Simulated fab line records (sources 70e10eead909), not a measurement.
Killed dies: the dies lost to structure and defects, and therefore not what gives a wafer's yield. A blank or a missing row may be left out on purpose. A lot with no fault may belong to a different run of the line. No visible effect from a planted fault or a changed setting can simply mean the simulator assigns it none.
Which tool was responsible? + flow nand-harc + 36 wafers from 12 lots sampled at 5 of the route's 1302 steps

## WHAT THE GAUGES READ, wafer by wafer
NHARC_END_SORT_01. Usual: killed-at-array 55, standard deviation 19; killed-at-other 0.9, standard deviation 1.4; killed-at-periphery 3.8, standard deviation 2.9; killed-dies 60, standard deviation 19; killed-open 3.3, standard deviation 1.8; killed-short 2.6, standard deviation 1.6.
| lot  | measured     | on        | killed-at-array | killed-at-other | killed-at-periphery | killed-dies | killed-open | killed-short | flag |
|------|--------------|-----------|-----------------|-----------------|---------------------|-------------|-------------|--------------|------|
| L248 | day 25 14:16 | prober-01 | 69 79 69        | 2 2 0           | 0 4 0               | 71 85 69    | 2 4 4       | 3 4 3        |      |
| L257 | day 29 16:59 | prober-02 | 669 671 672     | 3 1 1           | 5 5 4               | 677 677 677 | 7 4 3       | 1 1 1        | OFF  |
| L260 | day 30 21:44 | prober-01 | 673 673 674     | 1 0 2           | 3 4 1               | 677 677 677 | 2 3 2       | 2 2 1        | OFF  |
| L261 | day 30 08:08 | prober-01 | 48 48 58        | 0 1 1           | 10 6 7              | 58 55 66    | 5 5 3       | 4 4 3        |      |
| L266 | day 32 17:53 | prober-01 | 28 47 40        | 2 5 0           | 6 4 11              | 36 56 51    | 3 4 7       | 1 2 2        |      |

## WHICH TOOL RAN EACH LOT (tool, then ch and the chambers of the sampled wafers, then the start)
| lot  | NHARC_A_STAIRCASE_ETCH_21                     | NHARC_A_STAIRCASE_ETCH_25                     | NHARC_A_STAIRCASE_ETCH_188         | NHARC_A_STAIRCASE_TRIM_191                    |
|------|-----------------------------------------------|-----------------------------------------------|------------------------------------|-----------------------------------------------|
| L248 | rie-diel-11 ch 0,1,2, day 16 20:22 or earlier | rie-diel-11 ch 2,3, day 16 20:22 or earlier   | rie-diel-11 ch 1,2, day 16 20:22   | rie-diel-11 ch 0,1,3, day 25 14:16 or earlier |
| L249 | rie-diel-04 ch 1,3, day 17 17:19 or earlier   | rie-diel-04 ch 2,3, day 17 17:19 or earlier   | rie-diel-03 ch 0,2, day 17 17:19   | rie-diel-03 ch 0,2,3, no start                |
| L251 | rie-diel-11 ch 0,1,3, day 18 11:22 or earlier | rie-diel-11 ch 0,2,3, day 18 11:22 or earlier | rie-diel-04 ch 1,3, day 18 11:22   | rie-diel-04 ch 0,1,3, no start                |
| L253 | rie-diel-03 ch 1,2,3, day 18 20:05 or earlier | rie-diel-03 ch 0,1,3, day 18 20:05 or earlier | rie-diel-11 ch 1,2,3, day 18 20:05 | rie-diel-11 ch 0,2,3, no start                |
| L258 | rie-diel-04 ch 0,1,3, day 20 04:56 or earlier | rie-diel-04 ch 0,3, day 20 04:56 or earlier   | rie-diel-11 ch 0,1,3, day 20 04:56 | rie-diel-11 ch 0,1,2, no start                |
| L257 | rie-diel-11 ch 1,2,3, day 20 16:13 or earlier | rie-diel-03 ch 1,2, day 20 16:13              | rie-diel-11 ch 0,3, day 20 18:53   | rie-diel-11 ch 0,3, day 29 16:59 or earlier   |
| L260 | rie-diel-04 ch 0,2,3, day 21 18:51 or earlier | rie-diel-04 ch 0,3, day 21 18:51 or earlier   | rie-diel-11 ch 0,2, day 21 18:51   | rie-diel-11 ch 1,2,3, day 30 21:44 or earlier |
| L261 | rie-diel-11 ch 0,1, day 21 19:08 or earlier   | rie-diel-11 ch 0,1, day 21 19:08 or earlier   | rie-diel-03 ch 0,1,2, day 21 19:08 | rie-diel-03 ch 0,1,2, day 30 08:08 or earlier |
| L267 | rie-diel-11 ch 0,1,2, day 24 14:29 or earlier | rie-diel-11 ch 1,2,3, day 24 14:29 or earlier | rie-diel-11 ch 0,2,3, day 24 14:29 | rie-diel-11 ch 1,2,3, no start                |
| L266 | rie-diel-03 ch 0,1,2, day 24 15:22 or earlier | rie-diel-03 ch 0,2,3, day 24 15:22 or earlier | rie-diel-03 ch 0,1,2, day 24 15:22 | rie-diel-03 ch 2,3, day 32 17:53 or earlier   |
| L268 | rie-diel-04 ch 1,2,3, day 24 23:31 or earlier | rie-diel-04 ch 0,2,3, day 24 23:31 or earlier | rie-diel-04 ch 1,2,3, day 24 23:31 | rie-diel-04 ch 0,2,3, no start                |
| L269 | rie-diel-03 ch 0,1, day 25 10:41 or earlier   | rie-diel-03 ch 0,1,3, day 25 10:41 or earlier | rie-diel-11 ch 0,2,3, day 25 10:41 | rie-diel-11 ch 0,1,3, no start                |
- NHARC_A_STAIRCASE_ETCH_21: etches the open film in C4F8/O2, target depth 100 nm, time 40.5 s.
- NHARC_A_STAIRCASE_ETCH_25: etches the open film in C4F8/O2, target depth 100 nm, time 40.5 s.
- NHARC_A_STAIRCASE_ETCH_188: etches the open film in C4F8/O2, target depth 100 nm, time 40.5 s.
- NHARC_A_STAIRCASE_TRIM_191: chemistry O2, time 211.2 s.

## WHAT THE TOOLS THEMSELVES READ (means of the sampled wafers that have a number; where no wafer has one, the mark that the record gives instead)
NHARC_A_STAIRCASE_ETCH_21. Usual: oes-product-au 0.955 a.u., standard deviation 0.019; rf-vpp-V 895 V, standard deviation 6.4; run-length-s 61.9 s, standard deviation 0.45.
| lot  | tool        | oes-product-au (a.u.) | rf-vpp-V (V) | run-length-s (s) | flag |
|------|-------------|-----------------------|--------------|------------------|------|
| L248 | rie-diel-11 | 0.979                 | 891          | 62.1             |      |
| L249 | rie-diel-04 | 0.933                 | 899          | 61.7             |      |
| L251 | rie-diel-11 | 0.934                 | 893          | 62.1             |      |
| L253 | rie-diel-03 | 0.970                 | 893          | 61.9             |      |
| L258 | rie-diel-04 | 0.965                 | 900          | 61.4             |      |
| L257 | rie-diel-11 | 0.935                 | 894          | 61.9             |      |
| L260 | rie-diel-04 | 0.947                 | 894          | 61.4             |      |
| L261 | rie-diel-11 | 0.957                 | 889          | 62.5             |      |
| L267 | rie-diel-11 | 0.969                 | 889          | 62.1             |      |
| L266 | rie-diel-03 | 0.963                 | 901          | 62.3             |      |
| L268 | rie-diel-04 | 0.941                 | 902          | 61.8             |      |
| L269 | rie-diel-03 | 0.959                 | 895          | 61.7             |      |

NHARC_A_STAIRCASE_ETCH_25. Usual: oes-product-au 0.949 a.u., standard deviation 0.019; rf-vpp-V 895 V, standard deviation 6.5; run-length-s 61.9 s, standard deviation 0.42.
| lot  | tool        | oes-product-au (a.u.) | rf-vpp-V (V) | run-length-s (s) | flag |
|------|-------------|-----------------------|--------------|------------------|------|
| L248 | rie-diel-11 | 0.939                 | 896          | 61.7             |      |
| L249 | rie-diel-04 | 0.935                 | 892          | 61.4             |      |
| L251 | rie-diel-11 | 0.937                 | 894          | 61.6             |      |
| L253 | rie-diel-03 | 0.932                 | 899          | 62.2             |      |
| L258 | rie-diel-04 | 0.950                 | 893          | 61.7             |      |
| L257 | rie-diel-03 | 1.002                 | 897          | 61.8             |      |
| L260 | rie-diel-04 | 0.965                 | 894          | 61.7             |      |
| L261 | rie-diel-11 | 0.968                 | 891          | 62.5             |      |
| L267 | rie-diel-11 | 0.947                 | 894          | 62.3             |      |
| L266 | rie-diel-03 | 0.960                 | 903          | 62.0             |      |
| L268 | rie-diel-04 | 0.937                 | 901          | 61.5             |      |
| L269 | rie-diel-03 | 0.955                 | 897          | 61.9             |      |

NHARC_A_STAIRCASE_ETCH_188. Usual: oes-product-au 0.942 a.u., standard deviation 0.017; rf-vpp-V 895 V, standard deviation 6.5; run-length-s 61.9 s, standard deviation 0.44.
| lot  | tool        | oes-product-au (a.u.) | rf-vpp-V (V) | run-length-s (s) | flag |
|------|-------------|-----------------------|--------------|------------------|------|
| L248 | rie-diel-11 | 0.948                 | 891          | 62.0             |      |
| L249 | rie-diel-03 | 0.953                 | 898          | 62.5             |      |
| L251 | rie-diel-04 | 0.914                 | 899          | 61.7             |      |
| L253 | rie-diel-11 | 0.950                 | 893          | 62.2             |      |
| L258 | rie-diel-11 | 0.936                 | 892          | 62.0             |      |
| L257 | rie-diel-11 | 0.960                 | 896          | 40.6             | OFF  |
| L260 | rie-diel-11 | 0.951                 | 889          | 40.6             | OFF  |
| L261 | rie-diel-03 | 0.953                 | 899          | 62.4             |      |
| L267 | rie-diel-11 | 0.915                 | 892          | 62.1             |      |
| L266 | rie-diel-03 | 0.924                 | 900          | 62.1             |      |
| L268 | rie-diel-04 | 0.929                 | 901          | 61.5             |      |
| L269 | rie-diel-11 | 0.948                 | 891          | 61.9             |      |

NHARC_A_STAIRCASE_TRIM_191. Usual: drypump-motor-current-A 5.7 A, standard deviation 0.38; o2-flow-sccm 500.2 sccm, standard deviation 1.5; oes-product-au 1.002 a.u., standard deviation 0.013; rf-vpp-V 57.8 V, standard deviation 0.95; showerhead-plenum-p-Torr 3.51 Torr, standard deviation 0.18; throttle-valve-pct 17.036 %, standard deviation 0.0088.
| lot  | tool        | drypump-motor-current-A (A) | o2-flow-sccm (sccm) | oes-product-au (a.u.) | rf-vpp-V (V) | showerhead-plenum-p-Torr (Torr) | throttle-valve-pct (%) | flag |
|------|-------------|-----------------------------|---------------------|-----------------------|--------------|---------------------------------|------------------------|------|
| L248 | rie-diel-11 | 5.6                         | 500.0               | 1.006                 | 57.3         | 3.45                            | 17.042                 |      |
| L249 | rie-diel-03 | 6.0                         | 501.2               | 0.997                 | 58.0         | 3.55                            | 17.042                 |      |
| L251 | rie-diel-04 | 5.6                         | 499.8               | 0.987                 | 58.1         | 3.62                            | 17.029                 |      |
| L253 | rie-diel-11 | 5.5                         | 500.4               | 0.993                 | 58.4         | 3.43                            | 17.020                 |      |
| L258 | rie-diel-11 | 5.8                         | 499.6               | 1.004                 | 56.4         | 3.37                            | 17.042                 |      |
| L257 | rie-diel-11 | 5.3                         | 499.8               | 1.006                 | 57.7         | 3.49                            | 17.040                 |      |
| L260 | rie-diel-11 | 5.7                         | 500.6               | 1.012                 | 57.2         | 3.46                            | 17.031                 |      |
| L261 | rie-diel-03 | 5.7                         | 500.9               | 1.011                 | 57.3         | 3.65                            | 17.034                 |      |
| L267 | rie-diel-11 | 5.7                         | 499.8               | 1.003                 | 58.8         | 3.45                            | 17.038                 |      |
| L266 | rie-diel-03 | 6.2                         | 497.3               | 1.012                 | 58.2         | 3.73                            | 17.033                 |      |
| L268 | rie-diel-04 | 5.4                         | 500.9               | 0.999                 | 57.7         | 3.68                            | 17.033                 |      |
| L269 | rie-diel-11 | 5.6                         | 500.1               | 1.002                 | 58.3         | 3.42                            | 17.035                 |      |

## THE ANSWER, worked out from the rows above alone
Rule: take the mean of a lot's wafers that have a number; if it is more than 3 standard deviations from the usual mean, the lot is off. Also off: a lot with no number at a reading for which 4 or more lots have one. Where the step has rows for the other lots, those lots are counted as sound. After the gauges, taken in route order, come the tools' own readings; for these a lot's mean is taken, as printed above. The first step at which some lot is off is used, and at that step the reading that is off furthest; a lot without a number counts as furthest.
Off at NHARC_END_SORT_01 (killed-at-array): L257, L260. Neither off nor sound, because the step has no rows for them: L249, L251, L253, L258, L267, L268, L269.
A tool fits if, at a process step before that reading, it ran every lot that is off, and no sound lot after the first of them. The gauges at NHARC_END_SORT_01 aren't tried: what is off there is off at NHARC_A_STAIRCASE_ETCH_188 too, on other tools, and a gauge's error can't cause that. Because NHARC_A_STAIRCASE_ETCH_21 lacks a start for some lots, the hours and order of its lots are taken from NHARC_A_STAIRCASE_ETCH_188. Because NHARC_A_STAIRCASE_ETCH_25 lacks a start for some lots, the hours and order of its lots are taken from NHARC_A_STAIRCASE_ETCH_188. Because NHARC_A_STAIRCASE_TRIM_191 lacks a start for some lots, the hours and order of its lots are taken from NHARC_END_SORT_01. One fits: rie-diel-11 at NHARC_A_STAIRCASE_ETCH_188 and NHARC_A_STAIRCASE_TRIM_191. At NHARC_A_STAIRCASE_ETCH_188 its last sound lot is L248 (day 16 20:22), its first lot that is off L257 (day 20 18:53): a fault that began between those two fits.
The tool's own readings at NHARC_A_STAIRCASE_ETCH_188 bear it out: on the lots that are off they differ by more than 5 times the standard deviation of the sound lots' means. run-length-s reads 40.6 s there against 62.2 s on the sound lots.

## WHAT THE SIMULATOR HAD INSERTED
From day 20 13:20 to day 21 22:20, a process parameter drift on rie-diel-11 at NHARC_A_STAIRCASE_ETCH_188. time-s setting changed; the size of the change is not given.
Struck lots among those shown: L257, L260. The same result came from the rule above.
